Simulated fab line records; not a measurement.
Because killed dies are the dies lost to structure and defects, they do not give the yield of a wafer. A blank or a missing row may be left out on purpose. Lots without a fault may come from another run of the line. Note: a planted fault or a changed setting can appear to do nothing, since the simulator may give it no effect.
Chamber matching :: flow n5_finfet :: N5_BEOL_M9_ETCH_65 on rie_diel-01 has 4 sister chambers
The step etches SiARC in CF4, target depth 15.6 nm, time 26 s. 4 wafers are shown with their chamber, then 12 later ones without.

== EACH WAFER AND ITS CHAMBER ==
wafer: L088.4
chamber: 1
oes_product_au (a.u.): 0.61

wafer: L091.1
chamber: 0
oes_product_au (a.u.): 0.67

wafer: L091.2
chamber: 2
oes_product_au (a.u.): 0.79

wafer: L091.3
chamber: 3
oes_product_au (a.u.): 0.60

== WAFERS WITHOUT THEIR CHAMBER ==
wafer: L093.2
oes_product_au (a.u.): 0.78

wafer: L093.3
oes_product_au (a.u.): 0.58

wafer: L093.4
oes_product_au (a.u.): 0.66

wafer: L097.2
oes_product_au (a.u.): 0.58

wafer: L097.4
oes_product_au (a.u.): 0.77

wafer: L097.5
oes_product_au (a.u.): 0.77

wafer: L096.1
oes_product_au (a.u.): 0.59

wafer: L096.2
oes_product_au (a.u.): 0.59

wafer: L096.4
oes_product_au (a.u.): 0.66

wafer: L095.2
oes_product_au (a.u.): 0.59

wafer: L095.3
oes_product_au (a.u.): 0.66

wafer: L095.4
oes_product_au (a.u.): 0.75

== WHICH CHAMBER EACH ONE RAN IN ==
wafer: L093.2
from the rows above: 2
in truth: 2

wafer: L093.3
from the rows above: can't be placed: 3 or 1
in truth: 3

wafer: L093.4
from the rows above: 0
in truth: 0

wafer: L097.2
from the rows above: can't be placed: 3 or 1
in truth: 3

wafer: L097.4
from the rows above: 2
in truth: 2

wafer: L097.5
from the rows above: 2
in truth: 2

wafer: L096.1
from the rows above: can't be placed: 3 or 1
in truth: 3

wafer: L096.2
from the rows above: can't be placed: 3 or 1
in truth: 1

wafer: L096.4
from the rows above: 0
in truth: 0

wafer: L095.2
from the rows above: can't be placed: 3 or 1
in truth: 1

wafer: L095.3
from the rows above: 0
in truth: 0

wafer: L095.4
from the rows above: 2
in truth: 2
Correct placement for 7 of the 12. Not placeable from these rows: 5 (in 5, the candidates include the true chamber). Placed wrongly: 0.
How it was worked out, from the rows above alone: a wafer's distance from a chamber is the root of the sum, over the readings, of the square of ((its reading less the chamber's mean) divided by the reading's scatter). The wafer belongs to the nearest chamber; if the next one is less than 2 further off, it can't be placed. Each chamber's mean is taken over the wafers shown for it. The scatter: with one shown wafer a chamber, the root of the mean of the squares of how far each hidden wafer lies from its nearest shown one.
